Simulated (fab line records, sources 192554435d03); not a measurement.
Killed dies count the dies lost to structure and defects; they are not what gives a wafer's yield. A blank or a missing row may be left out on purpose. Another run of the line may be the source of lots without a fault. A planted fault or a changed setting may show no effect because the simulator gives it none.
Split-lot experiment / flow n5Finfet / 21 wafers read across 7 lots, on a route 1938 steps long

THE SPLIT
At N5_BEOL_M4_EXPOSE_08 (exposes mask M4), the setting doseMj was moved away from the recipe's 41.25 on 3 of the 21 wafers read, by -5.9% to +5.7%. For the rest of the wafers, this setting stayed at what the recipe calls for.

FROM THE SPLIT TO THE READING: what the file shows between them, 2 steps
- N5_BEOL_M4_PEB_09: peb time 60 s
- N5_BEOL_M4_DEVELOP_10: develop time 30 s

THE READING
cdNm, in nm, at N5_BEOL_M4_CD_MEAS_11 (target cd 16.79 nm). On this fab line, fault-free wafers typically give 16.75 nm with a standard deviation of 0.23 nm.

wafer=L074.3; tool, chamber at the split=euvScanner-01, 0; doseMj as run=41.25; against the recipe=recipe; cdNm, nm=16.53; against lot-mates on the recipe=-
wafer=L074.4; tool, chamber at the split=euvScanner-01, 0; doseMj as run=41.25; against the recipe=recipe; cdNm, nm=16.77; against lot-mates on the recipe=-
wafer=L074.6; tool, chamber at the split=euvScanner-01, 0; doseMj as run=41.25; against the recipe=recipe; cdNm, nm=16.95; against lot-mates on the recipe=-
wafer=L075.3; tool, chamber at the split=euvScanner-01, 0; doseMj as run=41.25; against the recipe=recipe; cdNm, nm=17.04; against lot-mates on the recipe=-
wafer=L075.4; tool, chamber at the split=euvScanner-01, 0; doseMj as run=41.25; against the recipe=recipe; cdNm, nm=16.78; against lot-mates on the recipe=-
wafer=L075.6; tool, chamber at the split=euvScanner-01, 0; doseMj as run=41.25; against the recipe=recipe; cdNm, nm=16.52; against lot-mates on the recipe=-
wafer=L082.2; tool, chamber at the split=euvScanner-01, 0; doseMj as run=41.25; against the recipe=recipe; cdNm, nm=16.55; against lot-mates on the recipe=-
wafer=L082.3; tool, chamber at the split=euvScanner-01, 0; doseMj as run=41.25; against the recipe=recipe; cdNm, nm=16.76; against lot-mates on the recipe=-
wafer=L082.5; tool, chamber at the split=euvScanner-01, 0; doseMj as run=43.61; against the recipe=+5.7%; cdNm, nm=17.37; against lot-mates on the recipe=+0.71
wafer=L083.1; tool, chamber at the split=euvScanner-02, 0; doseMj as run=41.25; against the recipe=recipe; cdNm, nm=16.75; against lot-mates on the recipe=-
wafer=L083.5; tool, chamber at the split=euvScanner-02, 0; doseMj as run=41.25; against the recipe=recipe; cdNm, nm=16.87; against lot-mates on the recipe=-
wafer=L083.6; tool, chamber at the split=euvScanner-02, 0; doseMj as run=41.25; against the recipe=recipe; cdNm, nm=16.57; against lot-mates on the recipe=-
wafer=L087.3; tool, chamber at the split=euvScanner-02, 0; doseMj as run=41.25; against the recipe=recipe; cdNm, nm=16.42; against lot-mates on the recipe=-
wafer=L087.4; tool, chamber at the split=euvScanner-02, 0; doseMj as run=41.25; against the recipe=recipe; cdNm, nm=16.76; against lot-mates on the recipe=-
wafer=L087.6; tool, chamber at the split=euvScanner-02, 0; doseMj as run=41.25; against the recipe=recipe; cdNm, nm=16.86; against lot-mates on the recipe=-
wafer=L091.2; tool, chamber at the split=euvScanner-02, 0; doseMj as run=41.25; against the recipe=recipe; cdNm, nm=16.74; against lot-mates on the recipe=-
wafer=L091.4; tool, chamber at the split=euvScanner-02, 0; doseMj as run=38.83; against the recipe=-5.9%; cdNm, nm=15.53; against lot-mates on the recipe=-1.23
wafer=L091.6; tool, chamber at the split=euvScanner-02, 0; doseMj as run=41.25; against the recipe=recipe; cdNm, nm=16.78; against lot-mates on the recipe=-
wafer=L092.4; tool, chamber at the split=euvScanner-02, 0; doseMj as run=41.25; against the recipe=recipe; cdNm, nm=16.45; against lot-mates on the recipe=-
wafer=L092.5; tool, chamber at the split=euvScanner-02, 0; doseMj as run=41.25; against the recipe=recipe; cdNm, nm=16.87; against lot-mates on the recipe=-
wafer=L092.6; tool, chamber at the split=euvScanner-02, 0; doseMj as run=39.76; against the recipe=-3.6%; cdNm, nm=15.95; against lot-mates on the recipe=-0.71

FIT RESULTS
A straight line over all 21 wafers: cdNm changes by +0.167 nm for each +1% of doseMj; r = +0.88; the points scatter about the line by 0.19 nm.
The same after taking each lot's own level away (the mean of its wafers on the recipe; 21 wafers): +0.172 nm for each +1%; r = +0.89; scatter 0.18 nm.
According to that fit, moving doseMj by its largest amount changes the reading by 1 nm.
Measured against the standard deviation above, the lots' own levels, which go from 16.655 to 16.780 nm, span 0.5 times it.
Consequently the slope shifts little with the lot-to-lot level, the two slopes agreeing.
Check: with one of the wafers moved furthest among these (-5.9%) left out of the fit, the line predicts -0.872 nm for it against its lot-mates. It came out at -1.23 nm against them.

THE WHOLE CHAIN: every reading that the file lists as answering this split, in the file's order
step=N5_BEOL_M4_CD_MEAS_11; what it does=target cd 16.79 nm; reading=cdNm; change (the file's fit)=+0.174 nm for each +1% of the setting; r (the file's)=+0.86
step=N5_BEOL_M4_ETCH_74; what it does=etches underlayer in N2/H2, target depth 6.5 nm, time 5.2 s; reading=BEOL_M4.cdOffsetNm (the simulator's own value, which no gauge read); change (the file's fit)=+0.198 nm for each +1% of the setting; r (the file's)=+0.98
step=N5_BEOL_M4_ETCH_63; what it does=etches SiARC in CF4, target depth 15.6 nm, time 26 s; reading=BEOL_M4.cdOffsetNm (the simulator's own value, which no gauge read); change (the file's fit)=+0.153 nm for each +1% of the setting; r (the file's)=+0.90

FILE'S OWN FIT
cdNm changes by +0.174 nm for each +1% of doseMj, r = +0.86.
